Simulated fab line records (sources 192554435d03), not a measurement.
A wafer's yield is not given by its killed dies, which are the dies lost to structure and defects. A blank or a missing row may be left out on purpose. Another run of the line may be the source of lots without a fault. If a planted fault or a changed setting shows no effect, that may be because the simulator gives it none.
Matching of chambers | flow n5 finfet | 4 sister chambers for N5_BEOL_M6_DESCUM_33 on rie diel-02
The step chemistry O2, time 7 s. 16 wafers are shown with their chamber, then 8 later ones without.

## WAFERS WITH THEIR CHAMBER
wafer  | chamber | throttle valve pct (%) | drypump motor current A (A) | oes product au (a.u.)
L074.1 | 1       | 19.91                  | 5.5                         | 0.86
L074.4 | 3       | 20.59                  | 5.9                         | 0.70
L074.5 | 1       | 19.90                  | 5.5                         | 0.86
L080.3 | 3       | 20.60                  | 5.9                         | 0.69
L080.4 | 2       | 20.50                  | 6.3                         | 0.76
L080.5 | 0       | 20.42                  | 5.0                         | 0.86
L082.3 | 0       | 20.42                  | 5.0                         | 0.86
L082.4 | 2       | 20.47                  | 6.2                         | 0.77
L082.5 | 3       | 20.60                  | 6.0                         | 0.69
L085.2 | 0       | 20.44                  | 5.0                         | 0.84
L085.5 | 2       | 20.49                  | 6.3                         | 0.75
L085.6 | 1       | 19.97                  | 5.5                         | 0.82
L088.1 | 1       | 19.97                  | 5.5                         | 0.81
L088.3 | 2       | 20.52                  | 6.2                         | 0.75
L088.4 | 0       | 20.46                  | 5.1                         | 0.84
L092.1 | 2       | 20.50                  | 6.2                         | 0.74

SIGNATURES (means of the wafers above)
reading                 | chamber 0 | chamber 1 | chamber 2 | chamber 3 | scatter within a chamber
throttle valve pct      | 20.4350   | 19.9375   | 20.4960   | 20.5967   | 0.0237
drypump motor current A | 5.025     | 5.500     | 6.240     | 5.933     | 0.0467
oes product au          | 0.8500    | 0.8375    | 0.7540    | 0.6933    | 0.016
Rule: for each reading, subtract the chamber's mean from the wafer's reading, divide by that reading's scatter and square the result; add these up over the readings and take the root, which gives the wafer's distance from the chamber. The wafer belongs to the nearest chamber; if the next one is less than 2 further off, it can't be placed. The scatter: take each reading less its chamber's mean, square it, sum over the shown wafers, divide by the number of wafers less the number of chambers, and take the root.

## WAFERS WHOSE CHAMBER IS MISSING
wafer  | throttle valve pct (%) | drypump motor current A (A) | oes product au (a.u.)
L092.2 | 20.46                  | 5.0                         | 0.83
L092.3 | 19.99                  | 5.5                         | 0.81
L096.2 | 20.46                  | 5.0                         | 0.82
L096.4 | 20.54                  | 6.2                         | 0.74
L096.6 | 20.53                  | 6.2                         | 0.73
L097.3 | 20.47                  | 5.1                         | 0.81
L097.5 | 19.98                  | 5.5                         | 0.79
L097.6 | 20.47                  | 5.1                         | 0.81

## WHICH CHAMBER EACH WENT THROUGH
wafer  | from the rows above | in truth
L092.2 | 0                   | 0
L092.3 | 1                   | 1
L096.2 | 0                   | 0
L096.4 | 2                   | 2
L096.6 | 2                   | 2
L097.3 | 0                   | 0
L097.5 | 1                   | 1
L097.6 | 0                   | 0
Correctly placed: 8 of 8. Left unplaced by these rows: 0. Number placed wrongly: 0.
